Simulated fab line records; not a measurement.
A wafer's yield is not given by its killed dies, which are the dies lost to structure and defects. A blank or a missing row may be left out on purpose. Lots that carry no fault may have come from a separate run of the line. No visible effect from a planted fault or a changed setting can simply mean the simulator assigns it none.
Which tool is to blame? + flow nandHarc + Sampling: 19 lots, 57 wafers, 6 of 1302 route steps

## WHAT EACH GAUGE READ, for each wafer
Not one reading of a measure or inspect step in the record can be checked against a usual standard deviation.

## EACH LOT AND THE TOOL THAT RAN IT (in order: tool; ch and the chambers of the sampled wafers; start)
| lot  | NHARC_A_STAIRCASE_TRIM_16                    | NHARC_A_STAIRCASE_ETCH_17                    | NHARC_A_STAIRCASE_ETCH_25                    | NHARC_A_STAIRCASE_ETCH_188                   | NHARC_A_STAIRCASE_TRIM_196        | NHARC_A_STAIRCASE_ETCH_452    |
|------|----------------------------------------------|----------------------------------------------|----------------------------------------------|----------------------------------------------|-----------------------------------|-------------------------------|
| L074 | rieDiel-08 ch 0,1,2, day 15 20:59 or earlier | rieDiel-08 ch 1,2, day 15 20:59 or earlier   | rieDiel-10 ch 0,1,3, day 15 20:59 or earlier | rieDiel-08 ch 0,1, day 15 20:59 or earlier   | rieDiel-06 ch 0,3, day 15 20:59   | rieDiel-10 ch 0,1,3, no start |
| L076 | rieDiel-10 ch 0,1,2, day 16 22:53 or earlier | rieDiel-10 ch 0,1,3, day 16 22:53 or earlier | rieDiel-08 ch 1,2, day 16 22:53 or earlier   | rieDiel-08 ch 2,3, day 16 22:53 or earlier   | rieDiel-08 ch 0,1,3, day 16 22:53 | rieDiel-10 ch 0,1,3, no start |
| L077 | rieDiel-06 ch 0,1,3, day 17 01:10 or earlier | rieDiel-06 ch 0,2,3, day 17 01:10 or earlier | rieDiel-10 ch 0,1,2, day 17 01:10 or earlier | rieDiel-08 ch 0,2, day 17 01:10 or earlier   | rieDiel-08 ch 1,2,3, day 17 01:10 | rieDiel-06 ch 2,3, no start   |
| L078 | rieDiel-10 ch 0,1,3, day 17 12:05 or earlier | rieDiel-10 ch 0,1, day 17 12:05 or earlier   | rieDiel-10 ch 0,1,3, day 17 12:05 or earlier | rieDiel-06 ch 0,3, day 17 12:05 or earlier   | rieDiel-06 ch 1,2,3, day 17 12:05 | rieDiel-08 ch 0,2,3, no start |
| L079 | rieDiel-10 ch 1,3, day 18 02:10 or earlier   | rieDiel-10 ch 0,2, day 18 02:10 or earlier   | rieDiel-10 ch 0,3, day 18 02:10 or earlier   | rieDiel-06 ch 0,2,3, day 18 02:10 or earlier | rieDiel-06 ch 0,1,3, day 18 02:10 | rieDiel-10 ch 0,1,3, no start |
| L080 | rieDiel-10 ch 0,1,3, day 18 08:32 or earlier | rieDiel-10 ch 0,3, day 18 08:32 or earlier   | rieDiel-06 ch 1,2,3, day 18 08:32 or earlier | rieDiel-10 ch 1,2,3, day 18 08:32 or earlier | rieDiel-06 ch 1,2,3, day 18 08:32 | rieDiel-06 ch 0,2,3, no start |
| L081 | rieDiel-08 ch 1,2,3, day 18 14:12 or earlier | rieDiel-08 ch 1,2,3, day 18 14:12 or earlier | rieDiel-06 ch 0,2, day 18 14:12 or earlier   | rieDiel-06 ch 2,3, day 18 14:12 or earlier   | rieDiel-08 ch 0,1,3, day 18 14:12 | rieDiel-06 ch 0,2,3, no start |
| L082 | rieDiel-06 ch 0,1,2, day 19 06:52 or earlier | rieDiel-06 ch 0,3, day 19 06:52 or earlier   | rieDiel-10 ch 1,3, day 19 06:52 or earlier   | rieDiel-06 ch 1,2,3, day 19 06:52 or earlier | rieDiel-08 ch 0,2, day 19 06:52   | rieDiel-08 ch 0,1,2, no start |
| L083 | rieDiel-06 ch 2,3, day 19 22:14 or earlier   | rieDiel-06 ch 1,3, day 19 22:14 or earlier   | rieDiel-10 ch 0,1, day 19 22:14 or earlier   | rieDiel-06 ch 2,3, day 19 22:14 or earlier   | rieDiel-10 ch 0,1,3, day 19 22:14 | rieDiel-08 ch 0,1,3, no start |
| L087 | rieDiel-06 ch 0,2,3, day 20 19:16 or earlier | rieDiel-06 ch 0,2,3, day 20 19:16 or earlier | rieDiel-06 ch 0,1,3, day 20 19:16 or earlier | rieDiel-10 ch 0,2,3, day 20 19:16 or earlier | rieDiel-10 ch 0,2,3, day 20 19:16 | rieDiel-06 ch 0,1,2, no start |
| L085 | rieDiel-08 ch 1,2,3, day 20 18:42 or earlier | rieDiel-08 ch 2,3, day 20 18:42 or earlier   | rieDiel-08 ch 0,1,2, day 20 18:42 or earlier | rieDiel-06 ch 0,1, day 20 18:42 or earlier   | rieDiel-08 ch 1,2, day 20 18:42   | rieDiel-08 ch 2,3, no start   |
| L089 | rieDiel-08 ch 1,2,3, day 22 12:02 or earlier | rieDiel-08 ch 0,1,2, day 22 12:02 or earlier | rieDiel-08 ch 0,2, day 22 12:02 or earlier   | rieDiel-06 ch 0,2, day 22 12:02 or earlier   | rieDiel-06 ch 2,3, day 22 12:02   | rieDiel-06 ch 0,1, no start   |
| L091 | rieDiel-08 ch 0,2,3, day 22 16:16 or earlier | rieDiel-08 ch 0,2,3, day 22 16:16 or earlier | rieDiel-08 ch 0,1,3, day 22 16:16 or earlier | rieDiel-06 ch 1,2,3, day 22 16:16 or earlier | rieDiel-08 ch 0,2,3, day 22 16:16 | rieDiel-06 ch 0,1,2, no start |
| L090 | rieDiel-08 ch 0,3, day 22 16:32 or earlier   | rieDiel-08 ch 2,3, day 22 16:32 or earlier   | rieDiel-06 ch 2,3, day 22 16:32 or earlier   | rieDiel-06 ch 0,1,2, day 22 16:32 or earlier | rieDiel-08 ch 0,2,3, day 22 16:32 | rieDiel-10 ch 0,3, no start   |
| L093 | rieDiel-06 ch 0,1,3, day 23 13:43 or earlier | rieDiel-06 ch 0,1, day 23 13:43 or earlier   | rieDiel-06 ch 1,3, day 23 13:43 or earlier   | rieDiel-06 ch 0,2,3, day 23 13:43 or earlier | rieDiel-06 ch 0,1,3, day 23 13:43 | rieDiel-06 ch 0,1, no start   |
| L092 | rieDiel-06 ch 1,2,3, day 23 13:25 or earlier | rieDiel-06 ch 0,3, day 23 13:25 or earlier   | rieDiel-10 ch 1,3, day 23 13:25 or earlier   | rieDiel-08 ch 0,1,3, day 23 13:25 or earlier | rieDiel-10 ch 0,1,2, day 23 13:25 | rieDiel-10 ch 0,2, no start   |
| L094 | rieDiel-10 ch 0,1,2, day 23 21:22 or earlier | rieDiel-10 ch 0,1,2, day 23 21:22 or earlier | rieDiel-10 ch 0,2,3, day 23 21:22 or earlier | rieDiel-10 ch 0,1,3, day 23 21:22 or earlier | rieDiel-10 ch 0,1,2, day 23 21:22 | rieDiel-08 ch 0,2,3, no start |
| L095 | rieDiel-06 ch 0,2,3, day 24 08:46 or earlier | rieDiel-06 ch 2,3, day 24 08:46 or earlier   | rieDiel-08 ch 0,2, day 24 08:46 or earlier   | rieDiel-06 ch 0,1, day 24 08:46 or earlier   | rieDiel-06 ch 1,2, day 24 08:46   | rieDiel-06 ch 0,1,2, no start |
| L096 | rieDiel-08 ch 1,2,3, day 24 20:26 or earlier | rieDiel-08 ch 1,3, day 24 20:26 or earlier   | rieDiel-10 ch 0,1,3, day 24 20:26 or earlier | rieDiel-06 ch 0,2,3, day 24 20:26 or earlier | rieDiel-08 ch 1,2,3, day 24 20:26 | rieDiel-06 ch 1,2,3, no start |
- NHARC_A_STAIRCASE_TRIM_16: chemistry O2, time 211.2 s.
- NHARC_A_STAIRCASE_ETCH_17: etches the open film in C4F8/O2, target depth 100 nm, time 40.5 s.
- NHARC_A_STAIRCASE_ETCH_25: etches the open film in C4F8/O2, target depth 100 nm, time 40.5 s.
- NHARC_A_STAIRCASE_ETCH_188: etches the open film in C4F8/O2, target depth 100 nm, time 40.5 s.
- NHARC_A_STAIRCASE_TRIM_196: chemistry O2, time 211.2 s.
- NHARC_A_STAIRCASE_ETCH_452: etches the open film in CF4/O2, target depth 30 nm, overetch 3 nm, time 16.5 s.

## AS READ BY THE TOOLS THEMSELVES (means over the sampled wafers that have a number; for cases with no such wafer, the mark the record gives instead)
NHARC_A_STAIRCASE_TRIM_16.
| lot  | tool       | chamberPressureMTorr (mTorr) | drypumpMotorCurrentA (A) | oesProductAu (a.u.) | rfVppV (V) | showerheadPlenumPTorr (Torr) | throttleValvePct (%) |
|------|------------|------------------------------|--------------------------|---------------------|------------|------------------------------|----------------------|
| L074 | rieDiel-08 | 60.04                        | 6.0                      | 1.015               | 57.0       | 3.47                         | 17.033               |
| L076 | rieDiel-10 | 60.02                        | 5.2                      | 1.008               | 58.3       | 3.78                         | 17.034               |
| L077 | rieDiel-06 | 60.00                        | 6.0                      | 1.007               | 56.7       | 3.42                         | 17.032               |
| L078 | rieDiel-10 | 59.95                        | 5.4                      | 0.999               | 57.9       | 3.70                         | 17.043               |
| L079 | rieDiel-10 | 60.00                        | 5.6                      | 1.003               | 58.2       | 3.68                         | 17.043               |
| L080 | rieDiel-10 | 60.03                        | 5.4                      | 0.999               | 58.3       | 3.69                         | 17.044               |
| L081 | rieDiel-08 | 60.04                        | 5.6                      | 1.010               | 58.5       | 3.57                         | 17.035               |
| L082 | rieDiel-06 | 60.00                        | 6.0                      | 1.011               | 58.6       | 3.53                         | 17.035               |
| L083 | rieDiel-06 | 60.01                        | 6.3                      | 0.999               | 58.4       | 3.55                         | 17.044               |
| L087 | rieDiel-06 | 59.99                        | 6.2                      | 1.005               | 57.4       | 3.54                         | 17.036               |
| L085 | rieDiel-08 | 60.06                        | 5.6                      | 1.000               | 57.6       | 3.56                         | 17.038               |
| L089 | rieDiel-08 | 60.03                        | 5.7                      | 0.997               | 57.7       | 3.55                         | 17.046               |
| L091 | rieDiel-08 | 59.98                        | 5.9                      | 1.006               | 58.2       | 3.63                         | 17.032               |
| L090 | rieDiel-08 | 60.00                        | 5.4                      | 0.998               | 58.8       | 3.65                         | 17.050               |
| L093 | rieDiel-06 | 60.02                        | 6.0                      | 1.001               | 57.7       | 3.39                         | 17.034               |
| L092 | rieDiel-06 | 59.95                        | 6.1                      | 1.002               | 57.5       | 3.50                         | 17.037               |
| L094 | rieDiel-10 | 60.01                        | 5.2                      | 0.995               | 58.5       | 3.75                         | 17.029               |
| L095 | rieDiel-06 | 59.99                        | 6.3                      | 0.982               | 57.6       | 3.52                         | 17.037               |
| L096 | rieDiel-08 | 59.94                        | 5.6                      | 1.002               | 58.1       | 3.54                         | 17.040               |

NHARC_A_STAIRCASE_ETCH_17.
| lot  | tool       | chamberPressureMTorr (mTorr) | oesProductAu (a.u.) | rfFwdPowerW (W) | rfVppV (V) |
|------|------------|------------------------------|---------------------|-----------------|------------|
| L074 | rieDiel-08 | 25.004                       | 0.935               | 593.1           | 897        |
| L076 | rieDiel-10 | 24.983                       | 0.944               | 590.6           | 903        |
| L077 | rieDiel-06 | 24.980                       | 0.944               | 591.5           | 896        |
| L078 | rieDiel-10 | 24.997                       | 0.958               | 589.5           | 904        |
| L079 | rieDiel-10 | 24.980                       | 0.962               | 592.2           | 904        |
| L080 | rieDiel-10 | 24.987                       | 0.936               | 594.9           | 900        |
| L081 | rieDiel-08 | 24.982                       | 0.943               | 592.1           | 897        |
| L082 | rieDiel-06 | 24.993                       | 0.957               | 590.0           | 893        |
| L083 | rieDiel-06 | 24.994                       | 0.945               | 587.1           | 891        |
| L087 | rieDiel-06 | 24.994                       | 0.952               | 592.3           | 896        |
| L085 | rieDiel-08 | 25.021                       | 0.930               | 591.8           | 898        |
| L089 | rieDiel-08 | 24.997                       | 0.937               | 592.8           | 899        |
| L091 | rieDiel-08 | 24.993                       | 0.943               | 594.2           | 900        |
| L090 | rieDiel-08 | 24.995                       | 0.940               | 592.9           | 899        |
| L093 | rieDiel-06 | 24.999                       | 0.946               | 590.9           | 891        |
| L092 | rieDiel-06 | 24.987                       | 0.919               | 590.0           | 892        |
| L094 | rieDiel-10 | 25.001                       | 0.939               | 591.7           | 904        |
| L095 | rieDiel-06 | 25.003                       | 0.935               | 592.3           | 900        |
| L096 | rieDiel-08 | 24.979                       | 0.940               | 591.1           | 896        |

NHARC_A_STAIRCASE_ETCH_25.
| lot  | tool       | chamberPressureMTorr (mTorr) | oesProductAu (a.u.) | rfFwdPowerW (W) | rfVppV (V) |
|------|------------|------------------------------|---------------------|-----------------|------------|
| L074 | rieDiel-10 | 25.012                       | 0.952               | 591.2           | 902        |
| L076 | rieDiel-08 | 24.998                       | 0.964               | 591.7           | 897        |
| L077 | rieDiel-10 | 25.005                       | 0.963               | 591.4           | 905        |
| L078 | rieDiel-10 | 24.998                       | 0.937               | 590.9           | 902        |
| L079 | rieDiel-10 | 25.001                       | 0.931               | 592.1           | 900        |
| L080 | rieDiel-06 | 25.055                       | 0.954               | 589.7           | 896        |
| L081 | rieDiel-06 | 24.987                       | 0.955               | 594.3           | 901        |
| L082 | rieDiel-10 | 25.029                       | 0.931               | 595.2           | 899        |
| L083 | rieDiel-10 | 25.018                       | 0.942               | 589.6           | 903        |
| L087 | rieDiel-06 | 24.989                       | 0.946               | 592.3           | 892        |
| L085 | rieDiel-08 | 24.989                       | 0.955               | 592.7           | 899        |
| L089 | rieDiel-08 | 25.018                       | 0.966               | 592.9           | 900        |
| L091 | rieDiel-08 | 25.029                       | 0.945               | 593.0           | 900        |
| L090 | rieDiel-06 | 25.003                       | 0.919               | 589.6           | 896        |
| L093 | rieDiel-06 | 25.016                       | 0.927               | 587.9           | 891        |
| L092 | rieDiel-10 | 25.005                       | 0.935               | 591.4           | 901        |
| L094 | rieDiel-10 | 24.998                       | 0.943               | 592.2           | 903        |
| L095 | rieDiel-08 | 24.994                       | 0.964               | 593.3           | 902        |
| L096 | rieDiel-10 | 24.980                       | 0.945               | 592.3           | 901        |

NHARC_A_STAIRCASE_ETCH_188.
| lot  | tool       | chamberPressureMTorr (mTorr) | oesProductAu (a.u.) | rfFwdPowerW (W) | rfVppV (V) |
|------|------------|------------------------------|---------------------|-----------------|------------|
| L074 | rieDiel-08 | 24.988                       | 0.961               | 593.7           | 894        |
| L076 | rieDiel-08 | 25.000                       | 0.978               | 591.3           | 897        |
| L077 | rieDiel-08 | 24.985                       | 0.946               | 592.1           | 903        |
| L078 | rieDiel-06 | 24.977                       | 0.939               | 591.0           | 894        |
| L079 | rieDiel-06 | 24.999                       | 0.967               | 591.6           | 897        |
| L080 | rieDiel-10 | 25.005                       | 0.948               | 594.9           | 902        |
| L081 | rieDiel-06 | 24.971                       | 0.926               | 592.1           | 900        |
| L082 | rieDiel-06 | 25.005                       | 0.953               | 591.2           | 895        |
| L083 | rieDiel-06 | 24.987                       | 0.943               | 589.9           | 896        |
| L087 | rieDiel-10 | 25.000                       | 0.941               | 593.2           | 902        |
| L085 | rieDiel-06 | 25.009                       | 0.945               | 588.9           | 891        |
| L089 | rieDiel-06 | 25.017                       | 0.926               | 591.7           | 901        |
| L091 | rieDiel-06 | 24.998                       | 0.930               | 591.0           | 895        |
| L090 | rieDiel-06 | 25.010                       | 0.933               | 591.4           | 896        |
| L093 | rieDiel-06 | 25.010                       | 0.928               | 590.3           | 897        |
| L092 | rieDiel-08 | 24.978                       | 0.944               | 592.2           | 900        |
| L094 | rieDiel-10 | 24.985                       | 0.942               | 591.9           | 902        |
| L095 | rieDiel-06 | 24.994                       | 0.952               | 591.9           | 889        |
| L096 | rieDiel-06 | 25.022                       | 0.911               | 589.7           | 896        |

NHARC_A_STAIRCASE_TRIM_196.
| lot  | tool       | chamberPressureMTorr (mTorr) | drypumpMotorCurrentA (A) | oesProductAu (a.u.) | rfVppV (V) | showerheadPlenumPTorr (Torr) | throttleValvePct (%) |
|------|------------|------------------------------|--------------------------|---------------------|------------|------------------------------|----------------------|
| L074 | rieDiel-06 | 60.06                        | 6.2                      | 1.013               | 57.5       | 3.45                         | 17.038               |
| L076 | rieDiel-08 | 60.01                        | 5.5                      | 1.004               | 58.0       | 3.66                         | 17.032               |
| L077 | rieDiel-08 | 60.01                        | 5.6                      | 1.017               | 58.1       | 3.57                         | 17.038               |
| L078 | rieDiel-06 | 60.03                        | 6.0                      | 1.007               | 56.4       | 3.53                         | 17.030               |
| L079 | rieDiel-06 | 59.97                        | 6.0                      | 1.001               | 57.6       | 3.41                         | 17.046               |
| L080 | rieDiel-06 | 60.00                        | 6.0                      | 1.007               | 58.4       | 3.53                         | 17.033               |
| L081 | rieDiel-08 | 60.01                        | 5.6                      | 1.004               | 58.3       | 3.65                         | 17.034               |
| L082 | rieDiel-08 | 60.02                        | 6.2                      | 1.015               | 58.2       | 3.63                         | 17.035               |
| L083 | rieDiel-10 | 60.00                        | 5.4                      | 1.000               | 58.2       | 3.69                         | 17.024               |
| L087 | rieDiel-10 | 59.99                        | 5.3                      | 0.989               | 58.5       | 3.70                         | 17.029               |
| L085 | rieDiel-08 | 60.02                        | 6.1                      | 1.003               | 58.2       | 3.53                         | 17.030               |
| L089 | rieDiel-06 | 60.03                        | 6.2                      | 0.983               | 57.6       | 3.53                         | 17.041               |
| L091 | rieDiel-08 | 60.09                        | 5.8                      | 1.008               | 58.1       | 3.63                         | 17.039               |
| L090 | rieDiel-08 | 59.98                        | 5.8                      | 1.004               | 59.0       | 3.63                         | 17.034               |
| L093 | rieDiel-06 | 60.01                        | 6.0                      | 0.994               | 56.8       | 3.38                         | 17.031               |
| L092 | rieDiel-10 | 60.00                        | 5.2                      | 0.995               | 59.3       | 3.75                         | 17.025               |
| L094 | rieDiel-10 | 59.98                        | 5.2                      | 0.994               | 57.8       | 3.75                         | 17.027               |
| L095 | rieDiel-06 | 60.06                        | 6.1                      | 0.997               | 58.2       | 3.62                         | 17.044               |
| L096 | rieDiel-08 | 59.99                        | 5.6                      | 0.999               | 58.0       | 3.54                         | 17.040               |

NHARC_A_STAIRCASE_ETCH_452.
| lot  | tool       | chamberPressureMTorr (mTorr) | drypumpMotorCurrentA (A) | oesProductAu (a.u.) | rfFwdPowerW (W) | rfVppV (V) | showerheadPlenumPTorr (Torr) | throttleValvePct (%) |
|------|------------|------------------------------|--------------------------|---------------------|-----------------|------------|------------------------------|----------------------|
| L074 | rieDiel-10 | 29.999                       | 5.4                      | 1.010               | 293.1           | 199.5      | 1.40                         | 13.399               |
| L076 | rieDiel-10 | 30.012                       | 5.4                      | 1.002               | 294.0           | 198.0      | 1.40                         | 13.398               |
| L077 | rieDiel-06 | 30.016                       | 6.3                      | 0.999               | 293.7           | 199.3      | 1.39                         | 13.401               |
| L078 | rieDiel-08 | 30.001                       | 5.8                      | 1.000               | 294.1           | 198.8      | 1.38                         | 13.402               |
| L079 | rieDiel-10 | 30.010                       | 5.4                      | 1.002               | 294.5           | 199.1      | 1.40                         | 13.403               |
| L080 | rieDiel-06 | 29.997                       | 6.2                      | 1.007               | 293.3           | 197.4      | 1.34                         | 13.397               |
| L081 | rieDiel-06 | 30.013                       | 6.2                      | 1.002               | 293.2           | 197.5      | 1.34                         | 13.400               |
| L082 | rieDiel-08 | 30.015                       | 6.0                      | 1.006               | 293.2           | 198.2      | 1.37                         | 13.401               |
| L083 | rieDiel-08 | 30.001                       | 5.5                      | 0.995               | 294.7           | 198.8      | 1.38                         | 13.400               |
| L087 | rieDiel-06 | 30.004                       | 6.0                      | 0.995               | 293.4           | 197.4      | 1.33                         | 13.395               |
| L085 | rieDiel-08 | 30.010                       | 5.5                      | 0.996               | 293.5           | 198.6      | 1.35                         | 13.397               |
| L089 | rieDiel-06 | 29.984                       | 5.8                      | 1.019               | 292.3           | 196.2      | 1.27                         | 13.400               |
| L091 | rieDiel-06 | 30.004                       | 6.0                      | 1.011               | 292.8           | 197.9      | 1.33                         | 13.397               |
| L090 | rieDiel-10 | 29.991                       | 5.5                      | 0.995               | 293.8           | 198.1      | 1.37                         | 13.396               |
| L093 | rieDiel-06 | 30.011                       | 5.9                      | 1.005               | 292.6           | 196.0      | 1.28                         | 13.404               |
| L092 | rieDiel-10 | 29.984                       | 5.1                      | 1.006               | 294.6           | 198.8      | 1.43                         | 13.389               |
| L094 | rieDiel-08 | 29.995                       | 5.8                      | 1.023               | 293.5           | 198.8      | 1.37                         | 13.399               |
| L095 | rieDiel-06 | 29.985                       | 6.0                      | 1.008               | 293.0           | 198.3      | 1.32                         | 13.396               |
| L096 | rieDiel-06 | 29.979                       | 6.0                      | 1.004               | 293.5           | 197.5      | 1.32                         | 13.386               |

## THE ANSWER, worked out from the rows above alone
Rule: the lots themselves supply what counts as usual. Put in order of their means at a reading, lots are off if they are a third of the lots or fewer, leave a main group of 4 or more, and stand apart from it by a gap of 3 or more times the standard deviation of the main group's means; of several such gaps the widest counts. The tables above print the reading to a certain number of digits; a main group whose means all agree to those digits is not used. Also off: a lot with no number at a reading for which 4 or more lots have one. The other lots that the step has rows for count as sound. After the gauges, taken in route order, come the tools' own readings; for these a lot's mean is taken, as printed above. At the first step where some lot is off, the reading lying furthest off is the one used; lots without a number count as furthest.
No lot is off at any reading shown: from this, nothing can be told.

## WHAT HAD BEEN PUT IN BY THE SIMULATOR
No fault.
